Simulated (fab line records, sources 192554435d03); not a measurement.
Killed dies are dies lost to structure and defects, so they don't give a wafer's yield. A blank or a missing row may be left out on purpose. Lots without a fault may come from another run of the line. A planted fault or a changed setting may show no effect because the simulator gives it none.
Chamber matching | flow n5_finfet | N5_PMOS_HMC_CHANNEL_EPI_HM_DEP_34 on pecvd-04: 3 sister chambers
The step deposits SiO2 from TEOS/O2, target thk 36 nm, time 6.9 s. 3 wafers are shown with their chamber, then 7 later ones without.

WAFERS WITH THEIR CHAMBER
wafer  | chamber | throttle_valve_pct (%)
L077.6 | 0       | 16.9
L086.3 | 2       | 17.8
L090.4 | 1       | 20.6

WAFERS WITHOUT THEIR CHAMBER
wafer  | throttle_valve_pct (%)
L090.6 | 18.1
L095.2 | 17.4
L095.5 | 18.1
L095.6 | 20.1
L097.2 | 20.6
L097.3 | 17.2
L097.5 | 18.3

WHICH CHAMBER EACH WENT THROUGH
wafer  | from the rows above     | in truth
L090.6 | 2                       | 2
L095.2 | can't be placed: 2 or 0 | 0
L095.5 | 2                       | 2
L095.6 | 1                       | 1
L097.2 | 1                       | 1
L097.3 | can't be placed: 0 or 2 | 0
L097.5 | 2                       | 2
Placed correctly: 5 of 7. Can't be placed from these rows: 2 (the true chamber is among the candidates in 2). Placed wrongly: 0.
How it was worked out, from the rows above alone: a wafer's distance from a chamber is the root of the sum, over the readings, of the square of ((its reading less the chamber's mean) divided by the reading's scatter). The wafer belongs to the nearest chamber; if the next one is less than 2 further off, it can't be placed. A chamber's mean is the mean of its shown wafers. The scatter: with one shown wafer a chamber, the root of the mean of the squares of how far each hidden wafer lies from its nearest shown one.
